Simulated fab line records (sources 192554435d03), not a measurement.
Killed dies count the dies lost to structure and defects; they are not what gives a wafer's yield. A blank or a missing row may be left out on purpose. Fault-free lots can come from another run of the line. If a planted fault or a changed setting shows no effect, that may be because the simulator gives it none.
2 desks, one fault || flow n5-finfet || each desk has only its own numbers; what lay behind them comes last

== DESK OF THE TOOL OWNER: rie-si-04 ==
The tool's own readings at N5_BEOL_M0_SAQP_MANDREL_ETCH_103 (etches a-Si in HBr/Cl2, stops on SiCN, target depth 45 nm, bt time 10 s, time 27 s): means of the sampled wafers that have a number, for each lot that ran on this tool. The brackets show how far a lot's mean lies from the usual mean; more than 4 standard deviations puts the lot out of limits, marked OUT.
Columns: A = bias-w at N5_BEOL_M0_SAQP_MANDREL_ETCH_103, usual 74.98 W; B = drypump-motor-current-A at N5_BEOL_M0_SAQP_MANDREL_ETCH_103, usual 5.8 A; C = oes-product-au at N5_BEOL_M0_SAQP_MANDREL_ETCH_103, usual 0.683 a.u.; D = rf-fwd-power-W at N5_BEOL_M0_SAQP_MANDREL_ETCH_103, usual 794.5 W; E = throttle-valve-pct at N5_BEOL_M0_SAQP_MANDREL_ETCH_103, usual 35.4 %
{"lot": "L686", "first seen here": "day 6 03:09", "A": 74.76, "B": 5.9, "C": 0.681, "D": 795.0, "E": 36.0}
{"lot": "L687", "first seen here": "day 6 13:46", "A": 74.89, "B": 5.7, "C": 0.684, "D": 794.5, "E": 35.7}
{"lot": "L691", "first seen here": "day 7 08:19", "A": 75.13, "B": 5.6, "C": 0.679, "D": 794.6, "E": 35.8}
{"lot": "L693", "first seen here": "day 7 19:41", "A": 74.83, "B": 5.6, "C": 0.686, "D": 796.7, "E": 35.7}
{"lot": "L694", "first seen here": "day 8 02:04", "A": 75.05, "B": 6.4, "C": 0.704, "D": 791.5, "E": 36.0}
Finding of this desk: none of the 5 lots has anything out of limits.

== AT THE METROLOGY DESK ==
What the gauges read, lot by lot, whatever tool the lot ran on: means of the sampled wafers that have a number. The brackets show how far a lot's mean lies from the usual mean; more than 4 standard deviations puts the lot out of limits, marked OUT. Only the readings that lie furthest out on some lot appear, 7 of the 10 it has.
Columns: A = DIBL_N at N5_BEOL_M4_RC_MEAS_101, usual 37.2 mV/V; B = DIBL_P at N5_BEOL_M4_RC_MEAS_101, usual 37.5 mV/V; C = IOFF_P at N5_BEOL_M4_RC_MEAS_101, usual 0.23 nA/um; D = ION_P at N5_BEOL_M4_RC_MEAS_101, usual 462 uA/um; E = SS_N at N5_BEOL_M4_RC_MEAS_101, usual 71.9 mV/dec; F = SS_P at N5_BEOL_M4_RC_MEAS_101, usual 73.7 mV/dec; G = VT_N at N5_BEOL_M4_RC_MEAS_101, usual 248 mV
{"lot": "L686", "first seen here": "day 8 19:37", "A": 36.7, "B": 37.5, "C": 0.24, "D": 467, "E": 71.7, "F": 74.0, "G": 250}
{"lot": "L687", "first seen here": "day 9 02:36", "A": 36.1, "B": 36.3, "C": 0.19, "D": 460, "E": 72.2, "F": 73.3, "G": 254}
{"lot": "L691", "first seen here": "day 9 17:09", "A": 37.7, "B": 36.8, "C": 0.20, "D": 458, "E": 71.8, "F": 73.3, "G": 248}
{"lot": "L693", "first seen here": "day 10 08:37", "A": 35.5, "B": 33.1, "C": 0.16, "D": 452, "E": 70.8, "F": 72.7, "G": 253}
{"lot": "L694", "first seen here": "day 10 12:43", "A": 33.8, "B": 33.6, "C": 0.15, "D": 446, "E": 71.2, "F": 72.3, "G": 252}
{"lot": "L696", "first seen here": "day 10 22:07", "A": 40.0, "B": 39.2, "C": 0.30, "D": 467, "E": 72.5, "F": 74.3, "G": 245}
{"lot": "L702", "first seen here": "day 12 14:58", "A": 35.2, "B": 35.6, "C": 0.17, "D": 449, "E": 71.4, "F": 73.5, "G": 254}
{"lot": "L707", "first seen here": "day 13 13:20", "A": 38.6, "B": 39.4, "C": 0.30, "D": 471, "E": 71.7, "F": 74.0, "G": 245}
Finding of this desk: none of the 8 lots has anything out of limits.

== ALL TOGETHER ==
The desk of the tool owner found nothing out of limits.
The metrology desk saw nothing out of limits.

== WHAT THE SIMULATOR HAD PUT IN ==
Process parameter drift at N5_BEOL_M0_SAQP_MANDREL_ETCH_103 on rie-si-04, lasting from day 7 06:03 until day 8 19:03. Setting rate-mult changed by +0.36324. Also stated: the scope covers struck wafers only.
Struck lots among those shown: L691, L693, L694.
